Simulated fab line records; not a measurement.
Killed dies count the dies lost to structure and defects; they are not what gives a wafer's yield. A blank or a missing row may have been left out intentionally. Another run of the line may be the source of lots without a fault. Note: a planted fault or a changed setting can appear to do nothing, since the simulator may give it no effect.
Chamber matching || flow n5Finfet || cvdCo-01 running N5_BEOL_M0_CO_CAP_123: 3 sister chambers
The step material Co, precursor CCTBA/H2, target thk 2 nm, time 102.1 s. 6 wafers are shown with their chamber, then 12 later ones without.

== EACH WAFER AND ITS CHAMBER ==
{"wafer": "L086.1", "chamber": 2, "heaterPowerW (W)": 243}
{"wafer": "L086.3", "chamber": 0, "heaterPowerW (W)": 244}
{"wafer": "L086.4", "chamber": 1, "heaterPowerW (W)": 229}
{"wafer": "L087.3", "chamber": 0, "heaterPowerW (W)": 236}
{"wafer": "L087.4", "chamber": 2, "heaterPowerW (W)": 240}
{"wafer": "L087.5", "chamber": 1, "heaterPowerW (W)": 237}

== WAFERS WITHOUT THEIR CHAMBER ==
{"wafer": "L088.1", "heaterPowerW (W)": 240}
{"wafer": "L088.3", "heaterPowerW (W)": 234}
{"wafer": "L088.4", "heaterPowerW (W)": 241}
{"wafer": "L091.3", "heaterPowerW (W)": 245}
{"wafer": "L091.5", "heaterPowerW (W)": 242}
{"wafer": "L091.6", "heaterPowerW (W)": 243}
{"wafer": "L093.2", "heaterPowerW (W)": 241}
{"wafer": "L093.4", "heaterPowerW (W)": 248}
{"wafer": "L093.6", "heaterPowerW (W)": 237}
{"wafer": "L092.1", "heaterPowerW (W)": 229}
{"wafer": "L092.2", "heaterPowerW (W)": 247}
{"wafer": "L092.3", "heaterPowerW (W)": 238}

== EACH ONE'S CHAMBER ==
{"wafer": "L088.1", "from the rows above": "can't be placed: 0 or 2 or 1", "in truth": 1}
{"wafer": "L088.3", "from the rows above": "can't be placed: 1 or 0 or 2", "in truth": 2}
{"wafer": "L088.4", "from the rows above": "can't be placed: 2 or 0 or 1", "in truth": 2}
{"wafer": "L091.3", "from the rows above": "can't be placed: 2 or 0 or 1", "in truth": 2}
{"wafer": "L091.5", "from the rows above": "can't be placed: 2 or 0 or 1", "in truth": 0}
{"wafer": "L091.6", "from the rows above": "can't be placed: 2 or 0 or 1", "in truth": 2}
{"wafer": "L093.2", "from the rows above": "can't be placed: 2 or 0 or 1", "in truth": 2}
{"wafer": "L093.4", "from the rows above": "can't be placed: 2 or 0 or 1", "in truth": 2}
{"wafer": "L093.6", "from the rows above": "can't be placed: 0 or 1 or 2", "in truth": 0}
{"wafer": "L092.1", "from the rows above": "can't be placed: 1 or 0 or 2", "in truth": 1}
{"wafer": "L092.2", "from the rows above": "can't be placed: 2 or 0 or 1", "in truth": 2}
{"wafer": "L092.3", "from the rows above": "can't be placed: 0 or 2 or 1", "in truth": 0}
Correctly placed: 0 of 12. Unplaceable from these rows: 12, with the true chamber sitting among the candidates in 12. 0 placed wrongly.
How it was worked out, from the rows above alone: a wafer's distance from a chamber is the root of the sum, over the readings, of the square of ((its reading less the chamber's mean) divided by the reading's scatter). If the next closest chamber is less than 2 further off than the closest, the wafer can't be placed; otherwise it belongs to the closest. For every chamber, the mean is computed from those of its wafers that are shown. How the scatter is found: for the shown wafers, subtract from each reading the mean of its chamber, square and add these, divide the total by (wafers less chambers), then take the root.
